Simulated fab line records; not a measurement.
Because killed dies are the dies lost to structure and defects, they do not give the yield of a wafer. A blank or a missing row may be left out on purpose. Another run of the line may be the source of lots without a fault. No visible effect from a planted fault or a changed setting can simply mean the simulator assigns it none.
Matching of chambers :: flow nand_harc :: NHARC_A_STAIRCASE_ETCHBACK_422 on rie_diel-13: 4 sister chambers
The step etches the open film in CH3F/O2, target depth 40 nm, time 74.286 s. 4 wafers are shown with their chamber, then 7 later ones without.

== WAFERS WITH THEIR CHAMBER ==
wafer: L588.4
chamber: 1
drypump_motor_current_A (A): 5.3

wafer: L595.1
chamber: 0
drypump_motor_current_A (A): 5.0

wafer: L594.1
chamber: 3
drypump_motor_current_A (A): 6.4

wafer: L594.4
chamber: 2
drypump_motor_current_A (A): 5.1

== WAFERS MISSING THEIR CHAMBER ==
wafer: L594.5
drypump_motor_current_A (A): 5.3

wafer: L600.3
drypump_motor_current_A (A): 5.1

wafer: L600.4
drypump_motor_current_A (A): 6.4

wafer: L600.6
drypump_motor_current_A (A): 5.1

wafer: L599.3
drypump_motor_current_A (A): 5.1

wafer: L599.4
drypump_motor_current_A (A): 5.1

wafer: L599.5
drypump_motor_current_A (A): 5.4

== THE CHAMBER EACH PASSED THROUGH ==
wafer: L594.5
from the rows above: 1
in truth: 1

wafer: L600.3
from the rows above: 2
in truth: 2

wafer: L600.4
from the rows above: 3
in truth: 3

wafer: L600.6
from the rows above: 2
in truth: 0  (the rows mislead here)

wafer: L599.3
from the rows above: 2
in truth: 2

wafer: L599.4
from the rows above: 2
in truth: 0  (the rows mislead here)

wafer: L599.5
from the rows above: 1
in truth: 1
Correct placement for 5 of the 7. Number that these rows cannot place: 0. Wrongly placed: 2.
How it was worked out, from the rows above alone: a wafer's distance from a chamber is the root of the sum, over the readings, of the square of ((its reading less the chamber's mean) divided by the reading's scatter). If the next closest chamber is less than 2 further off than the closest, the wafer can't be placed; otherwise it belongs to the closest. A chamber's mean is the mean of its shown wafers. The scatter: root of mean squared gap, hidden wafer to nearest shown wafer, with one shown wafer a chamber.
